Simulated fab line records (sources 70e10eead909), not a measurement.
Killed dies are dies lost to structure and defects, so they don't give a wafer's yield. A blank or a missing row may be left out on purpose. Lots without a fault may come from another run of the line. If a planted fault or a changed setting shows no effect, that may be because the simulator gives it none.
A struck lot beside a sound one	flow nand harc	14 steps out of a route of 1302
Sound: these wafers, L880.3, L880.4, L880.5. Struck: wafer L888.6. (L888.1, L888.2 of the same lot were not struck and are left out.) The cause comes at the end.
At each step with rows: each side's tool, then ch and its chambers, then its first start. Under that, the readings that differ: sound wafers	struck wafers	difference of the means	sigmas: that difference in standard deviations of wafers without a fault.
alike: words and numbers the same on both sides, and readings whose means are apart by under 2 such deviations; not compared: readings that were withheld, readings missing a value for some wafer, numbers with overlapping values and no deviation given by the record, and bounds like >300 which may hide the same value.
A row with sigmas, a row that says differs or no value, or rows on one side alone: a step with any of these is where the two part. Non-overlapping numbers with no deviation appear without sigmas and do not part them. A reading that every wafer of one side lacks parts them only if that side has two wafers or more.

first, 1 step without rows for these wafers: NHARC_A_WL_FILL_ANNEAL_08 (time 1800 s).
NHARC_A_WL_FILL_ALD_10: deposits SiO2, target thk 50 nm, pulse time 10 s, ald cycles 500.
  sound on ald hk-04 ch 0,1,3, day 20 16:14; struck on ald hk-03 ch 0, day 24 04:13
reading	sound	struck	difference	sigmas
heater power w (W)	470 416 484	549	+92	+2
  alike: heater power outer w, precursor pulse height rel
  not compared: ald cycles
NHARC_A_WL_FILL_ETCHBACK_16: etches the open film in C4F8/O2/Ar, target depth 120 nm, time 24 s.
  sound: rie diel-02 ch 0,2,3; struck: rie diel-02 ch 1
  alike: oes product au, rf fwd power W, rf vpp V
  not compared: rf hours counter h
NHARC_A_WL_FILL_STRIP_29: strips in O2, time 20 s.
  sound on rie diel-02 ch 0,2,3, day 20 20:29; struck on rie diel-02 ch 2, day 24 06:24
  alike: drypump motor current A, oes product au, rf vpp V, showerhead plenum p Torr, throttle valve pct
  not compared: rf hours counter h
then, 4 steps without rows for these wafers: NHARC_A_WL_FILL_ETCHBACK_17 (etches the open film in Cl2/BCl3, target depth 4 nm, time 26.7 s); NHARC_A_WL_FILL_PRECLEAN_18 (cleans in dHF, time 30 s); NHARC_A_WL_FILL_SRD_21; NHARC_A_WL_FILL_CVD_23 (deposits poly-Si, target thk 40 nm, time 800 s).
NHARC_A_WL_FILL_ETCHBACK_26: etches the open film in HBr, target depth 52 nm, time 13.3 s.
  sound on rie si-01 ch 2,3, day 21 01:46; struck on rie si-05 ch 0, day 24 11:44
reading	sound	struck	difference	sigmas
oes product au (a.u.)	0.998 0.996 0.990	1.028	+0.033	+2
  alike: drypump motor current A, rf fwd power W, throttle valve pct
  not compared: rf hours counter h
then, 2 steps without rows for these wafers: NHARC_A_WL_FILL_PRECLEAN_30 (cleans in dHF, time 10 s); NHARC_A_WL_FILL_SRD_14.
NHARC_A_WL_FILL_ALD_19: deposits TiN, target thk 2 nm, pulse time 3 s, ald cycles 100.
  sound on ald metal-01 ch 0,3, day 21 02:02; struck on ald metal-01 ch 3, day 24 12:01
reading	sound	struck	difference	sigmas
ald cycles	100 100 100	44	-56	
  alike: heater power outer w, heater power w, precursor pulse height rel
NHARC_A_WL_FILL_CVD_20: deposits W, target thk 100 nm, time 74 s.
  sound: cvd w-01 ch 0,1; struck: cvd w-01 ch 0
reading	sound	struck	difference	sigmas
mfc wf6 sccm (sccm)	40.02 40.09 40.04	39.81	-0.24	-2
  alike: heater power outer w, heater power w, throttle valve pct
-- break in the record here, with 3 days between the starts of the struck wafers on either side (left off in module A_WL_FILL, picked up again in module END, where the first step shown is number 1302 on the route) --
NHARC_END_SORT_01:
  sound on prober-01 ch 0, day 24 15:43; struck on prober-02 ch 0, day 27 18:02
reading	sound	struck	difference	sigmas
hold	- - -	await dispo/2.2h/release	no value on the sound wafers	
killed at array	58 56 45	673	+620	+33
killed dies	67 65 53	677	+615	+32
  alike: killed at other, killed at periphery, killed open, killed short

## WHERE THEY PART
Earliest at NHARC_A_WL_FILL_ALD_10; latest, in this record, at NHARC_END_SORT_01.

WHY: the cause the simulator had injected
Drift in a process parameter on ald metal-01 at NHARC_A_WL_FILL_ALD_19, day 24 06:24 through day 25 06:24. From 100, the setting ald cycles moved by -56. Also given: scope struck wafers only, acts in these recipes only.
